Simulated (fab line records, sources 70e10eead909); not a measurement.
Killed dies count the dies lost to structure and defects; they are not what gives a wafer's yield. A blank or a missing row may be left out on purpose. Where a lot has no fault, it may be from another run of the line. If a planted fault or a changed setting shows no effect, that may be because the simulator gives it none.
A struck lot beside a sound one ; flow nand-harc ; 13 steps out of a route of 1302
Sound: these wafers, L183.1, L183.2, L183.5. Struck: wafers L192.2, L192.6 (left out: L192.5, a lot-mate that was not struck); the cause follows at the end.
For every step that has rows: the tool of each side, followed by ch and its chambers, followed by its first start. Under that, the readings that differ: sound wafers ; struck wafers ; difference of the means ; sigmas: that difference in standard deviations of wafers without a fault.
alike: readings whose means differ by less than 2 such deviations, and words and numbers that are the same on both sides. not compared: withheld readings, readings that some wafer has no value for, bounds like >300 that may hide the same value, and numbers for which the record gives no deviation and whose values overlap.
A row with sigmas, a row that says differs or no value, or rows on one side alone: a step with any of these is where the two part. Numbers that don't overlap but have no deviation are shown without sigmas and don't part them. Lack of a reading on every wafer of one side parts them only where that side has two or more wafers.

NHARC_A_CHANNEL_FILL_D1_ALD_15: deposits SiNx, target thk 2 nm, pulse time 60 s, ald cycles 19.
  sound: ald-sin-batch-03 ch 0; struck: ald-sin-batch-02 ch 0
  alike: chamber-pressure-Torr, precursor-pulse-height-rel
  not compared: ald-cycles
NHARC_A_CHANNEL_FILL_D1_ALD_16: deposits SiO2, target thk 1.5 nm, pulse time 10 s, ald cycles 15.
  sound on ald-hk-02 ch 0,1, day 10 22:57; struck on ald-hk-02 ch 1, day 14 10:21
  alike: heater-power-w, precursor-pulse-height-rel
  not compared: ald-cycles
then, 3 steps without rows for these wafers: NHARC_A_CHANNEL_FILL_D1_ANNEAL_17 (time 1800 s); NHARC_A_CHANNEL_FILL_D1_CVD_18 (deposits poly-Si, target thk 3 nm); NHARC_A_CHANNEL_FILL_D1_ETCHBACK_19 (etches the open film in HBr/Cl2, target depth 5 nm, time 1.7 s).
NHARC_A_CHANNEL_FILL_D1_ETCHBACK_20: etches the open film in C4F8/O2/Ar, target depth 27 nm, time 13.5 s.
  sound on rie-diel-12 ch 0,1,3, day 11 11:00; struck on rie-diel-06 ch 0,3, day 14 22:28
  alike: oes-product-au, rf-vpp-V
  not compared: rf-hours-counter-h
NHARC_A_CHANNEL_FILL_D1_STRIP_28: strips in O2, time 20 s.
  sound on rie-diel-12 ch 0,1,2, day 11 11:07; struck on rie-diel-06 ch 0,1, day 14 22:31
  alike: drypump-motor-current-A, oes-product-au, rf-vpp-V, showerhead-plenum-p-Torr, throttle-valve-pct
  not compared: rf-hours-counter-h
then, 4 steps without rows for these wafers: NHARC_A_CHANNEL_FILL_D1_PRECLEAN_21 (cleans in dHF, time 30 s); NHARC_A_CHANNEL_FILL_D1_SRD_23; NHARC_A_CHANNEL_FILL_D1_CVD_05 (deposits poly-Si, target thk 5 nm); NHARC_A_CHANNEL_FILL_D1_ANNEAL_22 (time 7200 s).
NHARC_A_CHANNEL_FILL_D1_ALD_25: deposits SiOx, target thk 60 nm, pulse time 10 s, ald cycles 600.
  sound on ald-hk-01 ch 0,1, day 12 01:26; struck on ald-hk-01 ch 2, day 15 10:59
reading;sound;struck;difference;sigmas
ald-cycles;600 600 600;486 486;-114;
  alike: heater-power-w, precursor-pulse-height-rel
NHARC_A_CHANNEL_FILL_D1_ETCHBACK_08: etches the open film in C4F8, target depth 220 nm, time 110 s.
  sound: rie-diel-06 ch 0,2; struck: rie-diel-12 ch 1,2
reading;sound;struck;difference;sigmas
oes-product-au (a.u.);0.92 0.93 0.92;1.00 1.01;+0.08;+2
  alike: rf-vpp-V
  not compared: rf-hours-counter-h

== WHERE THEY PART ==
At NHARC_A_CHANNEL_FILL_D1_ETCHBACK_08 and nowhere else, as far as this record goes.

WHY: what had been put in by the simulator
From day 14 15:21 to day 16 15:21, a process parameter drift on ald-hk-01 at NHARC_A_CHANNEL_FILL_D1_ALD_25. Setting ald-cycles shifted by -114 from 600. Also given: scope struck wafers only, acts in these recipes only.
